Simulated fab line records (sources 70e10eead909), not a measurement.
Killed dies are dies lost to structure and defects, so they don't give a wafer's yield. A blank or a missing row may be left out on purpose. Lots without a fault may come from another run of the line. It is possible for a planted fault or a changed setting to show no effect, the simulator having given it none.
Chamber matching :: flow nand harc :: NHARC_A_CHANNEL_HOLE_D2_ETCH_38 on rie diel-06: 4 sister chambers
The step etches the open film in CF4, target depth 39 nm, time 65 s. 4 wafers are shown with their chamber, then 7 later ones without.

## WAFERS WITH THEIR CHAMBER
wafer: L084.6
chamber: 2
showerhead plenum p Torr (Torr): 1.66

wafer: L085.1
chamber: 3
showerhead plenum p Torr (Torr): 1.86

wafer: L090.1
chamber: 0
showerhead plenum p Torr (Torr): 1.80

wafer: L090.4
chamber: 1
showerhead plenum p Torr (Torr): 1.78

## WAFERS MISSING THEIR CHAMBER
wafer: L090.5
showerhead plenum p Torr (Torr): 1.80

wafer: L092.1
showerhead plenum p Torr (Torr): 1.85

wafer: L092.3
showerhead plenum p Torr (Torr): 1.80

wafer: L092.4
showerhead plenum p Torr (Torr): 1.78

wafer: L095.3
showerhead plenum p Torr (Torr): 1.85

wafer: L095.4
showerhead plenum p Torr (Torr): 1.77

wafer: L095.6
showerhead plenum p Torr (Torr): 1.66

## EACH ONE'S CHAMBER
wafer: L090.5
from the rows above: 0
in truth: 0

wafer: L092.1
from the rows above: 3
in truth: 3

wafer: L092.3
from the rows above: 0
in truth: 0

wafer: L092.4
from the rows above: 1
in truth: 1

wafer: L095.3
from the rows above: 3
in truth: 3

wafer: L095.4
from the rows above: 1
in truth: 1

wafer: L095.6
from the rows above: 2
in truth: 2
Correctly placed: 7 of 7. Number that these rows cannot place: 0. Placed wrongly: 0.
How it was worked out, from the rows above alone: a wafer's distance from a chamber is the root of the sum, over the readings, of the square of ((its reading less the chamber's mean) divided by the reading's scatter). The wafer belongs to the nearest chamber; if the next one is less than 2 further off, it can't be placed. The mean given for a chamber averages the wafers shown for that chamber. The scatter: with one shown wafer a chamber, the root of the mean of the squares of how far each hidden wafer lies from its nearest shown one.
